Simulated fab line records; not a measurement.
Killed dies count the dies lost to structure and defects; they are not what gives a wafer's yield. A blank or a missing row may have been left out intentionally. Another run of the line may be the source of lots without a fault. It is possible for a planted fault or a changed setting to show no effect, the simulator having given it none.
Matching of chambers | flow n5-finfet | N5_BEOL_M0_SAQP_ETCH_101 on rie-diel-03: 4 sister chambers
The step etches SiNx in CH3F/O2, target depth 29.9 nm, time 42.7 s. 4 wafers are shown with their chamber, then 10 later ones without.

## EACH WAFER AND ITS CHAMBER
wafer  | chamber | showerhead-plenum-p-Torr (Torr)
L077.5 | 1       | 2.08
L087.5 | 0       | 2.06
L088.2 | 3       | 1.84
L088.3 | 2       | 2.08

## WAFERS WHOSE CHAMBER IS MISSING
wafer  | showerhead-plenum-p-Torr (Torr)
L088.5 | 2.05
L090.1 | 1.84
L090.3 | 2.07
L090.6 | 2.07
L091.4 | 2.07
L091.5 | 2.05
L091.6 | 1.84
L096.2 | 1.84
L096.3 | 2.05
L096.6 | 2.05

## WHICH CHAMBER EACH ONE RAN IN
wafer  | from the rows above          | in truth
L088.5 | 0                            | 0
L090.1 | 3                            | 3
L090.3 | can't be placed: 0 or 1 or 2 | 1
L090.6 | can't be placed: 0 or 1 or 2 | 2
L091.4 | can't be placed: 0 or 1 or 2 | 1
L091.5 | 0                            | 0
L091.6 | 3                            | 3
L096.2 | 3                            | 3
L096.3 | 0                            | 0
L096.6 | 0                            | 0
7 of 10 placed correctly. These rows do not allow placing 3 (true chamber among the candidates in 3). Wrongly placed: 0.
How it was worked out, from the rows above alone: a wafer's distance from a chamber is the root of the sum, over the readings, of the square of ((its reading less the chamber's mean) divided by the reading's scatter). If the next closest chamber is less than 2 further off than the closest, the wafer can't be placed; otherwise it belongs to the closest. The mean given for a chamber averages the wafers shown for that chamber. The scatter: root of mean squared gap, hidden wafer to nearest shown wafer, with one shown wafer a chamber.
